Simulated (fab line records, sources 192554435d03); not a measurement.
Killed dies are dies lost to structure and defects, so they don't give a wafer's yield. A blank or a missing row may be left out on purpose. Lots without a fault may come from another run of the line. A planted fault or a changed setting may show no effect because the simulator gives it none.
Split-lot experiment | flow n5_finfet | 7 lots, 33 wafers read, on a route of 1938 steps

THE SPLIT
At N5_BEOL_M15_ILD_DEP_00 (deposits SiO2 from TEOS/O2, target thk 1629.3 nm, time 346.1 s), the setting target_thk_a was moved away from the recipe's 16293 angstrom on 8 of the 33 wafers read, by +28.0% to +47.2%. The other wafers ran this setting at the recipe's value.

FROM THE SPLIT TO THE READING: what the file shows between them, 10 steps
- N5_BEOL_M15_THK_MEAS_01
- N5_BEOL_M15_COAT_58: time 60 s, resist thk 89 nm
- N5_BEOL_M15_COAT_04: resist thk 800 nm
- N5_BEOL_M15_DESCUM_15: chemistry O2, time 7.9 s
- N5_BEOL_M15_ETCH_59: etches BARC in N2/H2, target depth 89 nm, overetch 26.7 nm, time 67.9 s
- N5_BEOL_M15_VIA_ETCH_16: etches SiO2 in C4F8/O2/Ar, target depth 1792.2 nm
- N5_BEOL_M15_STRIP_63: strips in O2
- N5_BEOL_M15_STRIP_64: strips in O2
- N5_BEOL_M15_STRIP_65: strips in post etch residue remover, time 60 s
- N5_BEOL_M15_SRD_66: time 30 s, dry time 30 s

THE READING
cd_nm, in nm, at N5_BEOL_M15_CD_MEAS_17 (target cd 360 nm). Fault-free wafers of this fab line usually give 361.0 nm, standard deviation 1.6 nm.

wafer  | tool, chamber at the split | target_thk_a as run, angstrom | against the recipe | cd_nm, nm | against lot-mates on the recipe
L075.1 | pecvd-03, 2                | 20850                         | +28.0%             | 363.6     | +4.2
L075.2 | pecvd-03, 1                | 20850                         | +28.0%             | 361.9     | +2.5
L075.3 | pecvd-03, 0                | 16293                         | recipe             | 359.1     | -
L075.4 | pecvd-03, 2                | 20850                         | +28.0%             | 363.1     | +3.7
L075.5 | pecvd-03, 1                | 16293                         | recipe             | 359.0     | -
L075.6 | pecvd-03, 0                | 16293                         | recipe             | 360.1     | -
L076.2 | pecvd-04, 0                | 16293                         | recipe             | 362.4     | -
L076.4 | pecvd-04, 0                | 16293                         | recipe             | 361.4     | -
L076.6 | pecvd-04, 1                | 16293                         | recipe             | 362.0     | -
L087.1 | pecvd-04, 0                | 16293                         | recipe             | 362.2     | -
L087.2 | pecvd-04, 2                | 16293                         | recipe             | 361.3     | -
L087.3 | pecvd-04, 0                | 16293                         | recipe             | 363.8     | -
L087.4 | pecvd-04, 2                | 16293                         | recipe             | 361.4     | -
L087.5 | pecvd-04, 0                | 16293                         | recipe             | 361.2     | -
L087.6 | pecvd-04, 2                | 16293                         | recipe             | 361.7     | -
L083.1 | pecvd-03, 1                | 16293                         | recipe             | 364.7     | -
L083.2 | pecvd-03, 0                | 16293                         | recipe             | 364.5     | -
L083.3 | pecvd-03, 2                | 16293                         | recipe             | 363.1     | -
L083.4 | pecvd-03, 2                | 16293                         | recipe             | 364.3     | -
L083.5 | pecvd-03, 1                | 16293                         | recipe             | 363.8     | -
L083.6 | pecvd-03, 0                | 16293                         | recipe             | 363.9     | -
L086.1 | pecvd-01, 2                | 16293                         | recipe             | 361.1     | -
L086.2 | pecvd-01, 0                | 20880                         | +28.2%             | 367.9     | +7.7
L086.3 | pecvd-01, 1                | 16293                         | recipe             | 360.3     | -
L086.4 | pecvd-01, 1                | 20880                         | +28.2%             | 368.2     | +8.0
L086.5 | pecvd-01, 0                | 16293                         | recipe             | 359.1     | -
L086.6 | pecvd-01, 2                | 20880                         | +28.2%             | 366.0     | +5.8
L088.1 | pecvd-01, 2                | 16293                         | recipe             | 363.3     | -
L088.4 | pecvd-01, 0                | 23990                         | +47.2%             | 369.9     | +6.6
L088.6 | pecvd-01, 1                | 23990                         | +47.2%             | 372.4     | +9.1
L097.1 | pecvd-04, 0                | 16293                         | recipe             | 360.1     | -
L097.5 | pecvd-04, 2                | 16293                         | recipe             | 360.9     | -
L097.6 | pecvd-04, 0                | 16293                         | recipe             | 361.1     | -

THE FIT
A straight line over all 33 wafers: cd_nm changes by +0.159 nm for each +1% of target_thk_a; r = +0.77; the points scatter about the line by 2 nm.
The same after taking each lot's own level away (the mean of its wafers on the recipe; 33 wafers): +0.178 nm for each +1%; r = +0.92; scatter 1.1 nm.
On that fit, the largest move of target_thk_a shifts the reading by 8.4 nm.
The lots' own levels span 359.40 to 364.05 nm, that is 2.9 times the standard deviation above.
So the lot-to-lot level blurs the effect unless lot-mates are compared.
Check: with one of the wafers moved furthest among these (+47.2%) left out of the fit, the line predicts +9.03 nm for it against its lot-mates. It came out at +6.6 nm against them.

THE WHOLE CHAIN: every reading that the file lists as answering this split, in the file's order
step                    | what it does                                                   | reading                                                                             | change (the file's fit)               | r (the file's)
N5_BEOL_M15_ILD_DEP_00  | deposits SiO2 from TEOS/O2, target thk 1629.3 nm, time 346.1 s | SiO2_of_BEOL_M15_ILD_DEP_00.thk_nm (the simulator's own value, which no gauge read) | +16.4 nm for each +1% of the setting  | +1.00
N5_BEOL_M15_THK_MEAS_01 |                                                                | M15_ILD_THK                                                                         | +16.4 for each +1% of the setting     | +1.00
N5_BEOL_M15_VIA_ETCH_16 | etches SiO2 in C4F8/O2/Ar, target depth 1792.2 nm              | etch.depth_nm (the simulator's own value, which no gauge read)                      | +16.4 nm for each +1% of the setting  | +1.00
N5_BEOL_M15_VIA_ETCH_16 | etches SiO2 in C4F8/O2/Ar, target depth 1792.2 nm              | coat_of_BEOL_M15_COAT_04.thk_nm (the simulator's own value, which no gauge read)    | -3.86 nm for each +1% of the setting  | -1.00
N5_BEOL_M15_CD_MEAS_17  | target cd 360 nm                                               | cd_nm                                                                               | +0.182 nm for each +1% of the setting | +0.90

THE FILE'S OWN FIT
cd_nm changes by +0.182 nm for each +1% of target_thk_a, r = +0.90.
